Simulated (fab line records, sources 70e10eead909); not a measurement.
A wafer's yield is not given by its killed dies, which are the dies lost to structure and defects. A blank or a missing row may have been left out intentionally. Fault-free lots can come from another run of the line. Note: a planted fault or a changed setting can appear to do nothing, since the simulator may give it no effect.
Which tool is to blame?	flow nand_harc	72 wafers from 24 lots sampled at 5 of the route's 1302 steps

## WHAT EACH GAUGE READ, for each wafer
NHARC_P_BONDPAD_OVL_MEAS_38.
lot	measured	on	overlay_x_nm (nm)	overlay_y_nm (nm)
L074	day 6 19:50	overlay-02	3 3 3	-10 -11 -10
L075	day 7 03:16	overlay-02	5 5 5	1 1 2
L076	day 7 07:07	overlay-01	3 2 3	4 4 4
L077	day 8 01:13	overlay-01	-6 -6 -6	-7 -7 -7
L078	day 8 15:38	overlay-02	0 0 0	-10 -10 -10
L079	day 8 16:08	overlay-01	-2 -1 -1	-6 -6 -6
L080	day 9 03:23	overlay-02	8 7 8	5 5 5
L081	day 9 13:18	overlay-02	7 7 8	1 2 1
L082	day 9 18:50	overlay-01	-3 -1 -1	-1 -1 0
L083	day 10 13:57	overlay-02	-2 -2 -2	-2 -2 -2
L084	day 10 18:46	overlay-01	0 0 0	0 0 -1
L085	day 11 05:08	overlay-01	-10 -10 -9	9 9 8
L086	day 11 08:47	overlay-01	4 4 5	4 5 5
L087	day 11 23:17	overlay-01	7 7 7	6 5 5
L088	day 12 16:14	overlay-01	2 2 1	3 3 3
L089	day 12 17:27	overlay-01	-12 -12 -12	-11 -11 -12
L090	day 13 09:24	overlay-01	3 4 3	8 8 8
L091	day 13 15:32	overlay-01	8 8 8	6 7 6
L092	day 14 09:46	overlay-02	2 2 2	2 2 2
L093	day 14 15:23	overlay-02	-5 -5 -6	10 10 9
L094	day 14 22:36	overlay-02	-2 -2 -2	0 0 0
L095	day 15 12:34	overlay-02	1 1 1	5 5 6
L096	day 15 21:30	overlay-02	3 3 3	-1 -2 -1
L097	day 16 07:44	overlay-02	15 14 14	3 4 4

NHARC_A_CHANNEL_HOLE_D1_CD_MEAS_30.
lot	measured	on	cd_nm (nm)
L074	day 9 00:42	cd_sem-01	89.5 89.3 90.5
L075	day 9 10:08	cd_sem-03	89.2 88.8 91.4
L076	day 9 12:14	cd_sem-02	88.8 90.2 89.5
L077	day 10 02:54	cd_sem-02	90.7 89.9 90.1
L078	day 10 22:32	cd_sem-01	88.6 90.7 89.8
L079	day 10 22:19	cd_sem-01	90.3 89.8 90.5
L080	day 11 08:48	cd_sem-01	89.7 88.8 89.7
L081	day 11 15:09	cd_sem-02	91.1 90.1 90.3
L082	day 12 05:50	cd_sem-02	90.3 90.1 90.0
L083	day 12 14:45	cd_sem-01	88.9 90.2 89.1
L084	day 13 00:10	cd_sem-01	89.2 88.9 89.1
L085	day 13 11:25	cd_sem-01	90.6 90.3 92.3
L086	day 13 08:25	cd_sem-01	90.2 90.2 90.5
L087	day 14 06:36	cd_sem-01	90.9 90.4 89.9
L088	day 14 20:55	cd_sem-03	89.5 90.4 91.0
L089	day 14 22:10	cd_sem-02	90.1 89.5 90.1
L090	day 15 14:05	cd_sem-01	89.9 91.4 90.4
L091	day 15 23:09	cd_sem-03	89.4 89.6 90.4
L092	day 16 17:36	cd_sem-01	88.7 89.2 89.4
L093	day 16 16:58	cd_sem-03	90.1 89.4 90.2
L094	day 17 07:48	cd_sem-03	89.7 90.0 90.2
L095	day 17 19:55	cd_sem-03	90.5 91.3 91.2
L096	day 18 04:38	cd_sem-03	90.2 90.1 88.7
L097	day 18 09:58	cd_sem-03	90.0 90.2 90.4

## WHAT TOOL EACH LOT RAN ON (gives the tool, then ch and the chambers of the sampled wafers, and finally the start)
lot	NHARC_P_BONDPAD_ETCH_24	NHARC_P_BONDPAD_ANNEAL_28	NHARC_P_BONDPAD_ACTIVATE_29
L074	rie_diel-02 ch 1,3, day 6 21:43 or earlier	rtp_anneal-01 ch 0, day 6 21:43	rie_diel-11 ch 1,2,3, day 6 22:38
L075	rie_diel-11 ch 1,3, day 7 03:57	rtp_anneal-02 ch 0, day 7 05:11	rie_diel-11 ch 0,3, day 7 06:05
L076	rie_diel-04 ch 0,1,2, day 7 09:01 or earlier	rtp_anneal-01 ch 0, day 7 09:01	rie_diel-02 ch 0,2,3, day 7 09:55
L077	rie_diel-11 ch 2,3, day 8 03:06 or earlier	rtp_anneal-02 ch 0, day 8 03:06	rie_diel-02 ch 0,1,2, day 8 03:59
L078	rie_diel-11 ch 2,3, day 8 17:31 or earlier	rtp_anneal-01 ch 0, day 8 17:31	rie_diel-02 ch 0,3, day 8 18:23
L079	rie_diel-02 ch 0,1,3, day 8 18:23 or earlier	rtp_anneal-01 ch 0, day 8 18:23	rie_diel-02 ch 0,1,2, day 8 19:15
L080	rie_diel-02 ch 1,2,3, day 9 05:13 or earlier	rtp_anneal-01 ch 0, day 9 05:13	rie_diel-11 ch 1,2,3, day 9 06:09
L081	rie_diel-02 ch 1,3, day 9 15:10 or earlier	rtp_anneal-02 ch 0, day 9 15:10	rie_diel-11 ch 0,1,2, day 9 16:04
L082	rie_diel-02 ch 0,2, day 9 20:41 or earlier	rtp_anneal-01 ch 0, day 9 20:41	rie_diel-11 ch 0,1, day 9 21:34
L083	rie_diel-04 ch 0,1,3, day 10 15:45 or earlier	rtp_anneal-02 ch 0, day 10 15:45	rie_diel-04 ch 2,3, day 10 16:41
L084	rie_diel-02 ch 0,3, day 10 20:43 or earlier	rtp_anneal-01 ch 0, day 10 20:43	rie_diel-04 ch 0,3, day 10 21:31
L085	rie_diel-11 ch 2,3, day 11 07:00 or earlier	rtp_anneal-01 ch 0, day 11 07:00	rie_diel-04 ch 1,2,3, day 11 07:56
L086	rie_diel-04 ch 1,2,3, day 11 10:38 or earlier	rtp_anneal-01 ch 0, day 11 10:38	rie_diel-02 ch 2,3, day 11 11:34
L087	rie_diel-04 ch 1,2,3, day 12 01:10 or earlier	rtp_anneal-01 ch 0, day 12 01:10	rie_diel-02 ch 1,2,3, day 12 02:07
L088	rie_diel-04 ch 0,2, day 12 18:02 or earlier	rtp_anneal-02 ch 0, day 12 18:02	rie_diel-04 ch 2,3, day 12 19:00
L089	rie_diel-11 ch 1,2, day 12 19:16 or earlier	rtp_anneal-01 ch 0, day 12 19:16	rie_diel-02 ch 1,2,3, day 12 20:13
L090	rie_diel-04 ch 2,3, day 13 11:18 or earlier	rtp_anneal-01 ch 0, day 13 11:18	rie_diel-02 ch 1,2, day 13 12:08
L091	rie_diel-02 ch 0,3, day 13 17:20 or earlier	rtp_anneal-01 ch 0, day 13 17:20	rie_diel-11 ch 1,3, day 13 18:18
L092	rie_diel-11 ch 2,3, day 14 11:39 or earlier	rtp_anneal-02 ch 0, day 14 11:39	rie_diel-11 ch 0,3, day 14 12:38
L093	rie_diel-02 ch 0,3, day 14 17:14 or earlier	rtp_anneal-02 ch 0, day 14 17:14	rie_diel-11 ch 0,1, day 14 18:11
L094	rie_diel-02 ch 0,2,3, day 15 00:27 or earlier	rtp_anneal-01 ch 0, day 15 00:27	rie_diel-02 ch 0,1, day 15 01:25
L095	rie_diel-04 ch 0,1,3, day 15 14:25 or earlier	rtp_anneal-02 ch 0, day 15 14:25	rie_diel-11 ch 0,2, day 15 15:19
L096	rie_diel-11 ch 1,2,3, day 15 23:22 or earlier	rtp_anneal-02 ch 0, day 15 23:22	rie_diel-11 ch 0,1,3, day 16 00:15
L097	rie_diel-04 ch 1,2, day 16 09:32 or earlier	rtp_anneal-02 ch 0, day 16 09:32	rie_diel-02 ch 0,1,3, day 16 10:30
- NHARC_P_BONDPAD_ETCH_24: etches the open film in CF4/N2, target depth 30 nm, time 72.99 s.
- NHARC_P_BONDPAD_ANNEAL_28: time 90 s.
- NHARC_P_BONDPAD_ACTIVATE_29: chemistry N2, time 60 s.

## AS READ BY THE TOOLS THEMSELVES (means over the sampled wafers that have a number; for cases with no such wafer, the mark the record gives instead)
NHARC_P_BONDPAD_ETCH_24.
lot	tool	drypump_motor_current_A (A)	oes_product_au (a.u.)	rf_vpp_V (V)	showerhead_plenum_p_Torr (Torr)	throttle_valve_pct (%)
L074	rie_diel-02	6.0	1.001	316.3	2.74	19.793
L075	rie_diel-11	5.5	0.999	313.3	2.59	19.797
L076	rie_diel-04	6.1	0.996	314.1	2.61	19.803
L077	rie_diel-11	5.4	0.998	316.2	2.76	19.803
L078	rie_diel-11	5.4	1.005	316.6	2.76	19.797
L079	rie_diel-02	6.2	0.992	315.3	2.68	19.796
L080	rie_diel-02	5.8	1.002	315.0	2.70	19.800
L081	rie_diel-02	6.0	0.999	316.5	2.73	19.795
L082	rie_diel-02	6.1	0.994	313.7	2.61	19.792
L083	rie_diel-04	5.9	0.999	315.5	2.66	19.798
L084	rie_diel-02	6.3	0.997	314.8	2.65	19.793
L085	rie_diel-11	5.4	1.000	315.8	2.76	19.793
L086	rie_diel-04	5.7	0.990	314.4	2.63	19.799
L087	rie_diel-04	5.7	0.989	314.5	2.63	19.792
L088	rie_diel-04	6.2	0.999	311.6	2.49	19.799
L089	rie_diel-11	6.0	0.995	312.3	2.58	19.791
L090	rie_diel-04	5.9	0.994	312.2	2.52	19.784
L091	rie_diel-02	6.3	0.995	314.2	2.64	19.790
L092	rie_diel-11	5.4	0.994	315.9	2.76	19.799
L093	rie_diel-02	6.1	0.999	315.8	2.70	19.786
L094	rie_diel-02	6.0	1.002	314.7	2.66	19.793
L095	rie_diel-04	6.0	0.990	315.1	2.66	19.795
L096	rie_diel-11	5.7	0.997	314.6	2.64	19.794
L097	rie_diel-04	5.7	0.995	315.0	2.68	19.792

NHARC_P_BONDPAD_ANNEAL_28.
lot	tool	wafer_temp_C_max
L074	rtp_anneal-01	225.67
L075	rtp_anneal-02	225.61
L076	rtp_anneal-01	225.59
L077	rtp_anneal-02	225.37
L078	rtp_anneal-01	225.66
L079	rtp_anneal-01	225.68
L080	rtp_anneal-01	225.46
L081	rtp_anneal-02	225.62
L082	rtp_anneal-01	225.35
L083	rtp_anneal-02	225.61
L084	rtp_anneal-01	225.58
L085	rtp_anneal-01	225.48
L086	rtp_anneal-01	225.49
L087	rtp_anneal-01	225.55
L088	rtp_anneal-02	225.53
L089	rtp_anneal-01	225.68
L090	rtp_anneal-01	225.77
L091	rtp_anneal-01	225.57
L092	rtp_anneal-02	225.52
L093	rtp_anneal-02	225.70
L094	rtp_anneal-01	225.63
L095	rtp_anneal-02	225.87
L096	rtp_anneal-02	225.44
L097	rtp_anneal-02	225.53

NHARC_P_BONDPAD_ACTIVATE_29.
lot	tool	drypump_motor_current_A (A)	oes_product_au (a.u.)	rf_vpp_V (V)	showerhead_plenum_p_Torr (Torr)
L074	rie_diel-11	5.6	0.998	64.0	1.78
L075	rie_diel-11	5.6	0.998	64.8	1.78
L076	rie_diel-02	6.0	1.002	64.0	1.80
L077	rie_diel-02	6.0	0.997	64.4	1.78
L078	rie_diel-02	6.2	1.000	64.6	1.82
L079	rie_diel-02	6.0	1.007	63.2	1.78
L080	rie_diel-11	5.7	0.995	63.9	1.78
L081	rie_diel-11	5.9	1.011	63.8	1.77
L082	rie_diel-11	6.1	0.995	64.7	1.69
L083	rie_diel-04	5.7	0.992	64.0	1.73
L084	rie_diel-04	6.3	0.994	64.0	1.74
L085	rie_diel-04	5.7	0.990	63.3	1.77
L086	rie_diel-02	5.8	0.996	64.2	1.83
L087	rie_diel-02	5.8	0.998	64.0	1.82
L088	rie_diel-04	5.7	1.000	64.0	1.73
L089	rie_diel-02	5.8	0.989	63.5	1.82
L090	rie_diel-02	5.8	1.004	64.3	1.81
L091	rie_diel-11	5.5	1.001	63.7	1.73
L092	rie_diel-11	5.3	1.000	65.0	1.78
L093	rie_diel-11	5.9	0.988	64.4	1.73
L094	rie_diel-02	6.4	1.006	64.5	1.77
L095	rie_diel-11	5.7	0.997	64.0	1.82
L096	rie_diel-11	5.7	0.995	64.1	1.73
L097	rie_diel-02	6.2	0.993	63.5	1.80

## THE ANSWER, worked out from the rows above alone
Rule: the usual values come from the lots themselves. Put in order of their means at a reading, lots are off if they are a third of the lots or fewer, leave a main group of 4 or more, and stand apart from it by a gap of 3 or more times the standard deviation of the main group's means; of several such gaps the widest counts. Not used: any main group whose means are identical at the precision the tables above print for the reading. A lot without any number at a reading at which 4 lots or more have one is off too. All remaining lots with rows at the step are treated as sound. First the gauges in route order, then the tools' own readings, where a lot's mean is used as printed above. The first step at which some lot is off is used, and at that step the reading that is off furthest; a lot without a number counts as furthest.
None of the lots is off at any reading shown; this tells nothing.

## WHAT THE SIMULATOR PUT IN
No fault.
